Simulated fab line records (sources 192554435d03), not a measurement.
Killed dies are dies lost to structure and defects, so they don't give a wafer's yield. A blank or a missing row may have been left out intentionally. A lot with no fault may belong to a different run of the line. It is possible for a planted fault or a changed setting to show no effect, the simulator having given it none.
Split-lot trial    flow n5 finfet    route with 1938 steps; 7 lots, 21 wafers read

## SPLIT DETAILS
At N5_BEOL_M0_SAQP_SPACER1_ALD_98 (deposits SiO2, target thk 12.8 nm, pulse time 1 s, purge time 2 s), the setting ald cycles was moved away from the recipe's 138 on 6 of the 21 wafers read, by -13.0% to +8.0%. All remaining wafers had this setting at the recipe value.

## FROM THE SPLIT TO THE READING: what the file shows between them, 2 steps
- N5_BEOL_M0_SAQP_SPACER1_ETCHBACK_99: etches SiO2 in CHF3/O2, target depth 15.4 nm, time 7.7 s
- N5_BEOL_M0_SAQP_MANDREL1_REMOVE_100: chemistry HBr/Cl2/O2, target a-Si, stops on SiNx, bt time 10 s

## THE READING
cd nm at N5_BEOL_M0_SAQP_CD_MEAS_25, given in nm (cd target 13.1 nm). On this fab line, fault-free wafers typically give 12.84 nm with a standard deviation of 0.27 nm.

wafer   tool, chamber at the split  ald cycles as run  against the recipe  cd nm, nm  against lot-mates on the recipe
L077.3  ald sin-04, 1,3             138                recipe              12.82      -
L077.5  ald sin-04, 1,3             138                recipe              12.99      -
L077.6  ald sin-04, 0               148                +7.2%               14.29      +1.38
L079.1  ald sin-01, 0,2             138                recipe              12.77      -
L079.2  ald sin-01, 0,2             138                recipe              12.69      -
L079.4  ald sin-01, 3               138                recipe              13.02      -
L084.2  ald sin-01, 1,0,0           138                recipe              13.25      -
L084.4  ald sin-01, 1,0,0           138                recipe              12.78      -
L084.6  ald sin-01, 1,0,0           138                recipe              13.03      -
L087.1  ald sin-04, 3               131                -5.1%               12.51      -0.05
L087.4  ald sin-04, 0               138                recipe              12.56      -
L087.6  ald sin-04, 1               131                -5.1%               11.96      -0.60
L089.1  ald sin-01, 1               149                +8.0%               14.42      +1.11
L089.4  ald sin-01, 0               138                recipe              13.40      -
L089.5  ald sin-01, 0               138                recipe              13.22      -
L091.3  ald sin-02, 2               129                -6.5%               12.37      -0.93
L091.4  ald sin-02, 3               138                recipe              13.34      -
L091.6  ald sin-02, 3               138                recipe              13.25      -
L097.2  ald sin-02, 1               138                recipe              12.90      -
L097.4  ald sin-02, 0               138                recipe              13.08      -
L097.6  ald sin-02, 1               120                -13.0%              11.41      -1.58
When a row names more than one chamber, that row covers several wafers, and the file does not tell which wafer ran in which chamber.

THE FIT
A straight line over all 21 wafers: cd nm changes by +0.142 nm for each +1% of ald cycles; r = +0.92; the points scatter about the line by 0.26 nm.
The same after taking each lot's own level away (the mean of its wafers on the recipe; 21 wafers): +0.131 nm for each +1%; r = +0.95; scatter 0.2 nm.
On that fit, the largest move of ald cycles shifts the reading by 1.7 nm.
Across the lots, their own levels run from 12.560 to 13.310 nm, a range of 2.8 times the standard deviation given above.
So the lot-to-lot level changes the slope little: the two slopes agree.
Check: for one of the wafers moved furthest among these (-13.0%), held out of the fit, the line's prediction against its lot-mates is -1.7 nm. Against them it came out at -1.58 nm.

## THE WHOLE CHAIN: every reading that the file lists as answering this split, in the file's order
step                                 what it does                                                       reading                                                                                      change (the file's fit)                r (the file's)
N5_BEOL_M0_SAQP_SPACER1_ALD_98       deposits SiO2, target thk 12.8 nm, pulse time 1 s, purge time 2 s  SiO2_of_BEOL_M0_SAQP_SPACER1_ALD_98.thk nm (the simulator's own value, which no gauge read)  +0.134 nm for each +1% of the setting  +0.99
N5_BEOL_M0_SAQP_MANDREL1_REMOVE_100  chemistry HBr/Cl2/O2, target a-Si, stops on SiNx, bt time 10 s     SiO2_of_BEOL_M0_SAQP_SPACER1_ALD_98.thk nm (the simulator's own value, which no gauge read)  +0.12 nm for each +1% of the setting   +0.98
N5_BEOL_M0_SAQP_MANDREL1_REMOVE_100  chemistry HBr/Cl2/O2, target a-Si, stops on SiNx, bt time 10 s     BEOL_M0_SAQP.cd nm (the simulator's own value, which no gauge read)                          +0.124 nm for each +1% of the setting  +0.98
N5_BEOL_M0_SAQP_CD_MEAS_25           target cd 13.1 nm                                                  cd nm                                                                                        +0.133 nm for each +1% of the setting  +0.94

## THE FILE'S OWN FIT
cd nm changes by +0.133 nm for each +1% of ald cycles, r = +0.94.
